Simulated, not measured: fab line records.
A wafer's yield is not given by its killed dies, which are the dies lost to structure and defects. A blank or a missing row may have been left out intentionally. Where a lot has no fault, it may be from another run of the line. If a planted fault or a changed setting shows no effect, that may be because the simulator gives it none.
A lot that was struck, set against a sound lot    flow n5 finfet    15 steps out of a route of 1938
Sound: wafers L309.1, L309.3, L309.4. Wafers struck: L302.3, L302.4. Last of all comes the cause.
At each step with rows: each side's tool, then ch and its chambers, then its first start. Under that, the readings that differ: sound wafers    struck wafers    difference of the means    sigmas: that difference in standard deviations of wafers without a fault.
alike: a reading whose means differ by less than 2 such deviations, as well as words and numbers matching on both sides. not compared: withheld readings; readings where some wafer has no value; bounds like >300 that might hide an equal value; numbers whose values overlap and for which the record gives no deviation.
A row with sigmas, a row that says differs or no value, or rows on one side alone: a step with any of these is where the two part. Non-overlapping numbers with no deviation appear without sigmas and do not part them. Lack of a reading on every wafer of one side parts them only where that side has two or more wafers.

first, 7 steps without rows for these wafers: N5_BEOL_M5_COAT_74 (time 60 s, resist thk 5 nm); N5_BEOL_M5_COAT_22 (resist thk 30 nm); N5_BEOL_M5_EBR_24; N5_BEOL_M5_SOFTBAKE_23 (time 60 s); N5_BEOL_M5_EXPOSE_25 (exposes mask V4, defocus 10 nm); N5_BEOL_M5_PEB_26 (peb time 60 s); N5_BEOL_M5_DEVELOP_27 (develop time 30 s).
N5_BEOL_M5_CD_MEAS_28: target cd 30.6 nm, target cd y 20 nm.
  sound on cd sem-02 ch 0, day 14 06:19; struck on cd sem-03 ch 0, day 12 15:23
  alike: cd nm
N5_BEOL_M5_OVL_MEAS_29:
  sound on overlay-02 ch 0, day 14 06:20; struck on overlay-02 ch 0, day 12 15:26
  alike: V4_OVL
N5_BEOL_M5_INSPECT_30: inspects for defects (brightfield).
  sound on defect inspect-02, day 14 06:24; struck on defect inspect-02, day 12 15:29
  alike: raw defect count
N5_BEOL_M5_DESCUM_33: chemistry O2, time 7 s.
  sound on rie diel-04 ch 0,1,3, day 14 06:26; struck on rie diel-06 ch 2,3, day 12 15:31
reading       sound              struck       difference  sigmas
rf vpp V (V)  244.8 243.9 245.1  240.6 242.1  -3.2        -2
  alike: drypump motor current A, o2 flow sccm, oes product au, showerhead plenum p Torr, throttle valve pct
  not compared: rf hours counter h
N5_BEOL_M5_ETCH_75: etches underlayer in N2/H2, target depth 6.5 nm, time 5.2 s.
  sound on rie diel-04 ch 0,1,3, day 14 06:28; struck on rie diel-06 ch 2,3, day 12 15:33
  alike: drypump motor current A, etch rf on time s, oes product au, rf vpp V, showerhead plenum p Torr, throttle valve pct
  not compared: rf hours counter h
N5_BEOL_M5_ETCH_67: etches SiARC in CF4, target depth 15.6 nm, time 26 s.
  sound on rie diel-04 ch 0,1,3, day 14 06:29; struck on rie diel-06 ch 2,3, day 12 15:34
reading                sound           struck     difference  sigmas
etch rf on time s (s)  25.6 25.8 25.4  16.3 15.5  -9.7        -22
oes product au (a.u.)  0.75 0.72 0.63  0.80 1.02  +0.21       +3
  alike: drypump motor current A, rf vpp V, showerhead plenum p Torr, throttle valve pct
  not compared: rf hours counter h
N5_BEOL_M5_ETCH_68: etches SOC in N2/H2, target depth 80 nm, overetch 16 nm, time 120 s.
  sound on rie diel-04 ch 0,1,3, day 14 06:31; struck on rie diel-06 ch 2,3, day 12 15:35
  alike: drypump motor current A, oes product au, rf vpp V, showerhead plenum p Torr, throttle valve pct
  not compared: rf hours counter h
-- the record jumps here: 5 days lie between the struck wafers' starts before and after (it left off in module BEOL_M5 and takes up again in module PASSIVATION, whose first step shown is number 1936 of the route) --
N5_PASSIVATION_PROBE_49:
  sound on prober-01, day 18 10:46; struck on prober-01, day 17 05:14
reading          sound     struck  difference  sigmas
killed_at_M4_up  23 18 24  13 13   -9          -2
  alike: defect limited yield, killed_at_M0_to_M3, killed at contacts, killed at front end, killed at other, killed dies, killed open, killed short, sort_bin_5_function, sort_bin_6_memory, sort n pass, sort yield pct

## WHERE THEY PART
At N5_BEOL_M5_DESCUM_33 first; at N5_PASSIVATION_PROBE_49 last (within this record only).

WHY: whatever the simulator had introduced
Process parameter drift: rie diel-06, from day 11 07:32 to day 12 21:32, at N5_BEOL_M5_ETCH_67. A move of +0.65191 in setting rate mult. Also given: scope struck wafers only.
